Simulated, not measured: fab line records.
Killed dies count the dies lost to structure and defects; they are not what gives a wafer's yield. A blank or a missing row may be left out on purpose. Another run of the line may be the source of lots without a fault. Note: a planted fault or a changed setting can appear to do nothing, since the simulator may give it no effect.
Comparing a struck lot with a sound one / flow n5_finfet / 16 out of 1938 route steps
Sound: the wafers L290.3, L290.4, L290.5. Struck: wafer L292.1 (left out: L292.4, L292.5 of the same lot, which were not struck); the cause appears at the end.
Each step with rows lists, per side, the tool, then ch with its chambers, then its first start. Under that, the readings that differ: sound wafers / struck wafers / difference of the means / sigmas: that difference in standard deviations of wafers without a fault.
alike: readings with means less than 2 such deviations apart, plus words and numbers identical on both sides. not compared: withheld readings, readings lacking a value on some wafer, bounds such as >300 that could conceal the same value, and numbers that have no deviation in the record and whose values overlap.
A row with sigmas, a row that says differs or no value, or rows on one side alone: a step with any of these is where the two part. Numbers that don't overlap but have no deviation are shown without sigmas and don't part them. Lack of a reading on every wafer of one side parts them only where that side has two or more wafers.

first, 6 steps without rows for these wafers: N5_BEOL_M2_COAT_22 (resist thk 30 nm); N5_BEOL_M2_EBR_24; N5_BEOL_M2_SOFTBAKE_23 (time 60 s); N5_BEOL_M2_EXPOSE_25 (exposes mask V1, defocus 5 nm); N5_BEOL_M2_PEB_26 (peb time 60 s); N5_BEOL_M2_DEVELOP_27 (develop time 30 s).
N5_BEOL_M2_CD_MEAS_28: target cd 26.2 nm, target cd y 24.1 nm.
  sound on cd_sem-01 ch 0, day 6 19:01; struck on cd_sem-01 ch 0, day 7 06:40
  alike: cd_nm
N5_BEOL_M2_OVL_MEAS_29:
  sound on overlay-02 ch 0, day 6 19:03; struck on overlay-02 ch 0, day 7 06:42
reading=V1_OVL (nm); sound=0.8 0.7 -0.6; struck=1.7; difference=+1.4; sigmas=+2
N5_BEOL_M2_INSPECT_30: inspects for defects (brightfield).
  sound: defect_inspect-02 at day 6 19:05; struck: defect_inspect-02 at day 7 06:46
  alike: raw_defect_count
N5_BEOL_M2_DESCUM_33: chemistry O2, time 7 s.
  sound on rie_diel-04 ch 0,1,3, day 6 19:10; struck on rie_diel-05 ch 0, day 7 06:48
  alike: drypump_motor_current_A, oes_product_au, rf_vpp_V, showerhead_plenum_p_Torr, throttle_valve_pct
  not compared: rf_hours_counter_h
N5_BEOL_M2_ETCH_77: etches underlayer in N2/H2, target depth 6.5 nm, time 5.2 s.
  sound on rie_diel-04 ch 0,1,3, day 6 19:12; struck on rie_diel-05 ch 0, day 7 06:50
  alike: drypump_motor_current_A, etch_rf_on_time_s, oes_product_au, rf_vpp_V, showerhead_plenum_p_Torr, throttle_valve_pct
  not compared: rf_hours_counter_h
N5_BEOL_M2_ETCH_69: etches SiARC in CF4, target depth 15.6 nm, time 26 s.
  sound on rie_diel-04 ch 0,1,3, day 6 19:13; struck on rie_diel-05 ch 0, day 7 06:51
  alike: cf4_flow_sccm, drypump_motor_current_A, etch_rf_on_time_s, oes_product_au, rf_vpp_V, showerhead_plenum_p_Torr, throttle_valve_pct
  not compared: rf_hours_counter_h
N5_BEOL_M2_ALD_98: deposits SiO2, target thk 2.5 nm, pulse time 1 s, co reactant pulse time 1 s.
  sound on ald_sin-01 ch 0,2, day 6 19:19; struck on ald_sin-04 ch 1, day 7 06:56
reading=ald_cycles; sound=17 17 17; struck=16; difference=-1; sigmas=
  alike: heater_power_w, precursor_pulse_height_rel
N5_BEOL_M2_ETCHBACK_99: etches SiO2 in CHF3, target depth 5 nm, time 10.4 s.
  sound on rie_diel-04 ch 1,2,3, day 6 22:01; struck on rie_diel-05 ch 3, day 7 07:58
  alike: drypump_motor_current_A, oes_product_au, rf_vpp_V, showerhead_plenum_p_Torr, throttle_valve_pct
  not compared: rf_hours_counter_h
N5_BEOL_M4_RC_MEAS_101:
  sound on prober-01 ch 0, day 8 08:31; struck on prober-02 ch 0, day 8 14:34
  alike: DIBL_N, DIBL_P, IOFF_N, IOFF_P, ION_N, ION_P, SS_N, SS_P, VT_N, VT_P
N5_PASSIVATION_PROBE_49:
  the record has rows for the sound wafers here (prober-01, day 12 13:04) and none for the struck ones

== WHERE THEY PART ==
First at N5_BEOL_M2_OVL_MEAS_29; last, within this record, at N5_PASSIVATION_PROBE_49.

WHY: whatever the simulator had introduced
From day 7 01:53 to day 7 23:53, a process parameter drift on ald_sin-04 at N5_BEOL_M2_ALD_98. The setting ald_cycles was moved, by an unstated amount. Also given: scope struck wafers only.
